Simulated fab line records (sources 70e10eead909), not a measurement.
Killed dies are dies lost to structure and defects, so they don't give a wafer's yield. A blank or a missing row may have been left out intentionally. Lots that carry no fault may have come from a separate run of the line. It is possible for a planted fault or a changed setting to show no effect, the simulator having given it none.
Chamber matching    flow nand_harc    rie_diel-11 running NHARC_A_STAIRCASE_ETCH_169: 4 sister chambers
The step etches the open film in CH3F/O2, target depth 50 nm, time 107.1 s. 4 wafers are shown with their chamber, then 9 later ones without.

== EACH WAFER AND ITS CHAMBER ==
wafer   chamber  drypump_motor_current_A (A)
L088.3  2        5.5
L089.2  1        6.4
L089.3  0        5.3
L089.4  3        6.3

== WAFERS WITHOUT THEIR CHAMBER ==
wafer   drypump_motor_current_A (A)
L094.1  5.5
L094.3  5.3
L094.6  6.4
L096.2  6.3
L096.4  5.3
L096.5  6.4
L097.1  5.5
L097.3  5.3
L097.5  5.6

== WHICH CHAMBER EACH ONE RAN IN ==
wafer   from the rows above  in truth
L094.1  2                    2
L094.3  0                    0
L094.6  1                    1
L096.2  3                    3
L096.4  0                    0
L096.5  1                    1
L097.1  2                    2
L097.3  0                    0
L097.5  2                    2
9 of 9 placed correctly. From these rows, 0 cannot be placed. Wrongly placed: 0.
How it was worked out, from the rows above alone: a wafer's distance from a chamber is the root of the sum, over the readings, of the square of ((its reading less the chamber's mean) divided by the reading's scatter). The wafer belongs to the nearest chamber; if the next one is less than 2 further off, it can't be placed. The mean given for a chamber averages the wafers shown for that chamber. The scatter (one wafer shown for each chamber): square how far every hidden wafer sits from the nearest shown wafer, average those squares and take the square root.
